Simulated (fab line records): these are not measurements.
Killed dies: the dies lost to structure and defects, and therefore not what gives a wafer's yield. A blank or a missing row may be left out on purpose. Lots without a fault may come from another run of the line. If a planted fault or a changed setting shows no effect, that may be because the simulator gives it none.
Matching of chambers -- flow nand_harc -- 4 sister chambers for NHARC_A_STAIRCASE_TRIM_229 on rie_diel-01
The step chemistry O2, time 211.2 s. 8 wafers are shown with their chamber, then 7 later ones without.

## WAFERS, EACH WITH ITS CHAMBER
wafer,chamber,drypump_motor_current_A (A),showerhead_plenum_p_Torr (Torr)
L076.5,0,5.49,3.46
L080.3,2,6.10,3.37
L080.6,2,6.12,3.37
L085.3,1,6.11,3.45
L085.5,1,6.11,3.45
L085.6,0,5.49,3.44
L086.2,3,5.67,3.39
L086.5,3,5.68,3.39

## WAFERS WITH NO CHAMBER GIVEN
wafer,drypump_motor_current_A (A),showerhead_plenum_p_Torr (Torr)
L086.6,6.13,3.36
L091.1,6.09,3.44
L091.3,6.13,3.36
L091.5,6.08,3.45
L096.1,6.10,3.35
L096.2,6.12,3.44
L096.3,5.66,3.37

## WHICH CHAMBER EACH WENT THROUGH
wafer,from the rows above,in truth
L086.6,2,2
L091.1,1,1
L091.3,2,2
L091.5,1,1
L096.1,2,2
L096.2,1,1
L096.3,3,3
Correct placement for 7 of the 7. Not placeable from these rows: 0. Number placed wrongly: 0.
How it was worked out, from the rows above alone: a wafer's distance from a chamber is the root of the sum, over the readings, of the square of ((its reading less the chamber's mean) divided by the reading's scatter). The wafer belongs to the nearest chamber; if the next one is less than 2 further off, it can't be placed. A chamber's mean is the mean of its shown wafers. The scatter is the square root of a quotient: the sum, over the shown wafers, of each reading's squared deviation from its chamber's mean, divided by wafers minus chambers.
